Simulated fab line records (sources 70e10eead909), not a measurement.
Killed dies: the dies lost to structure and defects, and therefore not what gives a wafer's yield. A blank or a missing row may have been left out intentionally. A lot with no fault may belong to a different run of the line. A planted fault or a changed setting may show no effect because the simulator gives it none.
Matching of chambers + flow nand_harc + pecvd-02 running NHARC_A_ONON_D1_DEP_33: 3 sister chambers
The step deposits SiO2, target thk 200 nm. 3 wafers are shown with their chamber, then 8 later ones without.

## WAFERS PAIRED WITH THEIR CHAMBERS
| wafer  | chamber | heater_power_w (W) |
|--------|---------|--------------------|
| L088.6 | 0       | 499                |
| L087.2 | 2       | 549                |
| L089.2 | 1       | 353                |

## WAFERS MISSING THEIR CHAMBER
| wafer  | heater_power_w (W) |
|--------|--------------------|
| L089.3 | 574                |
| L089.4 | 602                |
| L092.2 | 585                |
| L092.4 | 531                |
| L092.5 | 450                |
| L094.1 | 522                |
| L094.2 | 429                |
| L094.3 | 640                |

## WHICH CHAMBER EACH WENT THROUGH
| wafer  | from the rows above          | in truth |
|--------|------------------------------|----------|
| L089.3 | can't be placed: 2 or 0      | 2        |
| L089.4 | can't be placed: 2 or 0      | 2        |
| L092.2 | can't be placed: 2 or 0      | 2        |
| L092.4 | can't be placed: 2 or 0      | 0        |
| L092.5 | can't be placed: 0 or 1 or 2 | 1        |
| L094.1 | can't be placed: 0 or 2      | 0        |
| L094.2 | can't be placed: 0 or 1 or 2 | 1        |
| L094.3 | can't be placed: 2 or 0      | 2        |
Correctly placed: 0 of 8. Cannot be placed on the basis of these rows: 8; the candidates contain the true chamber in 8. Placed wrongly: 0.
How it was worked out, from the rows above alone: a wafer's distance from a chamber is the root of the sum, over the readings, of the square of ((its reading less the chamber's mean) divided by the reading's scatter). If the next closest chamber is less than 2 further off than the closest, the wafer can't be placed; otherwise it belongs to the closest. Each chamber's mean is taken over the wafers shown for it. The scatter: with one shown wafer a chamber, the root of the mean of the squares of how far each hidden wafer lies from its nearest shown one.
